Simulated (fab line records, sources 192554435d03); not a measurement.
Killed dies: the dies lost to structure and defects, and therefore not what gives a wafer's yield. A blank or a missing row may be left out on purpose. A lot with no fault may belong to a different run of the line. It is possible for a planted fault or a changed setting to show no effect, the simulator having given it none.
Chamber matching + flow n5 finfet + N5_BEOL_M1_ETCH_69 on rie diel-04 has 4 sister chambers
The step etches SiARC in CF4, target depth 15.6 nm, time 26 s. 4 wafers are shown with their chamber, then 8 later ones without.

## WAFERS WITH THEIR CHAMBER
| wafer  | chamber | drypump motor current A (A) |
|--------|---------|-----------------------------|
| L091.1 | 3       | 5.9                         |
| L091.2 | 2       | 6.2                         |
| L091.3 | 1       | 6.3                         |
| L094.1 | 0       | 5.7                         |

## WAFERS MISSING THEIR CHAMBER
| wafer  | drypump motor current A (A) |
|--------|-----------------------------|
| L094.5 | 6.2                         |
| L094.6 | 5.6                         |
| L095.2 | 6.2                         |
| L095.3 | 5.9                         |
| L095.4 | 5.9                         |
| L097.1 | 5.6                         |
| L097.3 | 5.9                         |
| L097.6 | 6.3                         |

## WHICH CHAMBER EACH WENT THROUGH
| wafer  | from the rows above     | in truth |
|--------|-------------------------|----------|
| L094.5 | can't be placed: 2 or 1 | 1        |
| L094.6 | 0                       | 0        |
| L095.2 | can't be placed: 2 or 1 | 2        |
| L095.3 | 3                       | 3        |
| L095.4 | 3                       | 3        |
| L097.1 | 0                       | 0        |
| L097.3 | 3                       | 3        |
| L097.6 | can't be placed: 1 or 2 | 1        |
Placed correctly: 5 of 8. From these rows, 3 cannot be placed; in 3 the true chamber is one of the candidates. Number placed wrongly: 0.
How it was worked out, from the rows above alone: a wafer's distance from a chamber is the root of the sum, over the readings, of the square of ((its reading less the chamber's mean) divided by the reading's scatter). The wafer belongs to the nearest chamber; if the next one is less than 2 further off, it can't be placed. For every chamber, the mean is computed from those of its wafers that are shown. The scatter: root of mean squared gap, hidden wafer to nearest shown wafer, with one shown wafer a chamber.
